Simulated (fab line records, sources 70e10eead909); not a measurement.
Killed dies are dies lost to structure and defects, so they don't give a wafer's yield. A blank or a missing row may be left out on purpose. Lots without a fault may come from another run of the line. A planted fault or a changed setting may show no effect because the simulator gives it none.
Which tool did it? | flow nand_harc | 24 lots, 72 wafers sampled, at 3 steps of a route of 1302

WHAT THE GAUGES READ, wafer by wafer
NHARC_A_WL_FILL_INSPECT_15. Usual: raw_defect_count 455, standard deviation 120.
lot  | measured     | on                | raw_defect_count | flag
L074 | day 21 14:41 | defect_inspect-02 | 533 489 708      |
L075 | day 21 14:44 | defect_inspect-01 | 687 393 402      |
L076 | day 22 00:38 | defect_inspect-01 | 321 290 379      |
L078 | day 22 10:46 | defect_inspect-01 | 458 480 579      |
L079 | day 22 18:37 | defect_inspect-02 | 261 365 335      |
L077 | day 22 18:41 | defect_inspect-01 | 309 408 360      |
L080 | day 23 17:12 | defect_inspect-02 | 493 574 569      |
L081 | day 24 00:24 | defect_inspect-01 | 322 514 378      |
L082 | day 24 08:45 | defect_inspect-02 | 498 437 381      |
L083 | day 24 12:49 | defect_inspect-02 | 756 582 703      |
L084 | day 25 00:58 | defect_inspect-01 | 360 358 294      |
L085 | day 25 15:16 | defect_inspect-02 | 512 400 440      |
L086 | day 26 00:07 | defect_inspect-01 | 360 386 373      |
L087 | day 26 17:53 | defect_inspect-01 | 704 710 835      |
L088 | day 27 04:32 | defect_inspect-01 | 483 439 467      |
L089 | day 27 11:43 | defect_inspect-01 | 465 399 417      |
L091 | day 28 04:46 | defect_inspect-01 | 319 338 616      |
L090 | day 28 04:55 | defect_inspect-01 | 465 427 431      |
L093 | day 28 12:56 | defect_inspect-02 | 569 754 519      |
L092 | day 28 13:04 | defect_inspect-02 | 414 338 468      |
L094 | day 29 00:58 | defect_inspect-02 | 412 369 383      |
L096 | day 30 02:10 | defect_inspect-01 | 468 336 316      |
L095 | day 30 02:19 | defect_inspect-02 | 655 552 539      |
L097 | day 31 02:52 | defect_inspect-02 | 444 494 491      |

NHARC_A_CONTACT_CD_MEAS_53. Usual: cd_nm 289.6 nm, standard deviation 0.69.
lot  | measured     | on        | cd_nm (nm)        | flag
L074 | day 22 01:31 | cd_sem-03 | 288.5 289.2 289.0 |
L075 | day 22 02:53 | cd_sem-03 | 290.6 290.4 290.6 |
L076 | day 22 12:20 | cd_sem-01 | 289.4 290.0 289.8 |
L078 | day 22 21:40 | cd_sem-03 | 291.1 290.4 290.2 |
L079 | day 23 06:46 | cd_sem-02 | 289.4 289.9 289.0 |
L077 | day 23 05:59 | cd_sem-01 | 290.0 289.5 290.2 |
L080 | day 24 04:00 | cd_sem-03 | 288.4 288.0 288.5 |
L081 | day 24 11:17 | cd_sem-02 | 290.0 289.0 289.8 |
L082 | day 24 21:23 | cd_sem-02 | 289.6 290.0 289.4 |
L083 | day 25 02:34 | cd_sem-03 | 289.1 288.6 289.1 |
L084 | day 25 11:55 | cd_sem-03 | 289.6 290.7 289.6 |
L085 | day 26 06:08 | cd_sem-01 | 289.8 289.6 290.6 |
L086 | day 26 11:25 | cd_sem-01 | 290.0 290.3 290.3 |
L087 | day 27 07:56 | cd_sem-01 | 288.2 288.5 288.0 |
L088 | day 27 16:20 | cd_sem-02 | 290.2 289.9 289.9 |
L089 | day 28 00:14 | cd_sem-02 | 289.1 289.2 289.3 |
L091 | day 28 16:08 | cd_sem-02 | 290.2 290.7 289.5 |
L090 | day 28 15:59 | cd_sem-01 | 289.8 290.4 290.4 |
L093 | day 29 02:49 | cd_sem-01 | 289.7 289.8 289.5 |
L092 | day 29 03:11 | cd_sem-02 | 289.4 289.0 289.2 |
L094 | day 29 13:11 | cd_sem-02 | 290.7 290.4 290.3 |
L096 | day 30 13:02 | cd_sem-02 | 289.9 288.5 289.8 |
L095 | day 30 13:56 | cd_sem-03 | 290.0 289.7 290.4 |
L097 | day 31 14:20 | cd_sem-02 | 290.1 290.0 290.0 |

NHARC_A_CONTACT_OVL_MEAS_70. Usual: overlay_x_nm -0.1 nm, standard deviation 0.79; overlay_y_nm 0.0 nm, standard deviation 0.76.
lot  | measured     | on         | overlay_x_nm (nm) | overlay_y_nm (nm) | flag
L074 | day 22 08:31 | overlay-02 | -0.6 -0.2 -0.7    | 1.3 1.5 1.4       |
L075 | day 22 09:59 | overlay-02 | -1.7 -1.4 -1.6    | -0.1 0.7 -0.1     |
L076 | day 22 18:27 | overlay-02 | 0.3 -0.3 0.0      | -0.4 -0.7 -1.1    |
L078 | day 23 04:20 | overlay-02 | -0.4 0.1 -0.5     | 1.5 1.8 1.4       |
L079 | day 23 12:56 | overlay-02 | 0.7 0.3 0.6       | 0.7 -0.4 0.7      |
L077 | day 23 12:02 | overlay-02 | -0.9 -0.9 -1.0    | -0.8 -0.2 -0.3    |
L080 | day 24 13:03 | overlay-01 | 0.6 0.7 0.4       | -0.1 0.3 -0.2     |
L081 | day 24 20:33 | overlay-01 | -0.2 0.1 -0.2     | 0.4 0.8 0.9       |
L082 | day 25 02:28 | overlay-01 | -0.5 -1.2 -0.7    | -0.6 -0.3 -0.4    |
L083 | day 25 09:59 | overlay-02 | 0.3 0.0 0.3       | -0.3 -0.7 -1.0    |
L084 | day 25 16:46 | overlay-02 | -0.5 -0.6 -0.5    | -0.9 -0.3 0.5     |
L085 | day 26 11:04 | overlay-01 | -0.7 -0.5 -0.2    | -0.8 -1.2 -0.8    |
L086 | day 26 20:51 | overlay-02 | 1.0 0.5 0.9       | -1.6 -1.4 -1.2    |
L087 | day 27 12:51 | overlay-02 | -1.3 -1.1 -0.9    | 0.4 0.1 -0.3      |
L088 | day 27 21:13 | overlay-02 | 0.6 -0.1 0.0      | 0.2 0.7 0.7       |
L089 | day 28 06:05 | overlay-02 | -0.6 -0.4 -0.5    | 0.2 0.2 0.3       |
L091 | day 28 23:38 | overlay-02 | 0.4 0.8 0.6       | 0.7 -0.3 0.5      |
L090 | day 28 22:22 | overlay-02 | 1.6 1.0 1.6       | 0.4 0.3 0.5       |
L093 | day 29 09:53 | overlay-02 | -0.5 -1.0 -1.3    | 0.3 0.2 0.8       |
L092 | day 29 10:02 | overlay-01 | 0.9 0.6 1.2       | -1.1 -0.6 -0.8    |
L094 | day 29 19:20 | overlay-01 | 0.4 1.2 0.6       | -0.8 -1.5 -0.4    |
L096 | day 30 18:00 | overlay-01 | -1.3 -0.6 -1.1    | -0.3 -0.4 0.1     |
L095 | day 30 20:25 | overlay-02 | 0.8 0.8 1.2       | 0.1 -0.1 -1.0     |
L097 | day 31 21:10 | overlay-01 | -0.3 0.1 -0.1     | 0.2 0.2 -0.1      |

WHICH TOOL RAN EACH LOT (tool, then ch and the chambers of the sampled wafers, then the start)
The record holds no process step before these readings.

WHAT THE TOOLS THEMSELVES READ (means of the sampled wafers that have a number; where no wafer has one, the mark that the record gives instead)
The record holds no such reading with a usual standard deviation.

THE ANSWER, worked out from the rows above alone
Rule: a lot is off if the mean of its wafers that have a number lies more than 3 standard deviations from the usual mean. A lot without any number at a reading at which 4 lots or more have one is off too. The other lots that the step has rows for count as sound. The gauges are gone through in route order, then the tools' own readings, and for those a lot's mean is taken as printed above. The first step at which some lot is off is used, and at that step the reading that is off furthest; a lot without a number counts as furthest.
No lot is off at any reading shown: from this, nothing can be told.

WHAT THE SIMULATOR HAD PUT IN
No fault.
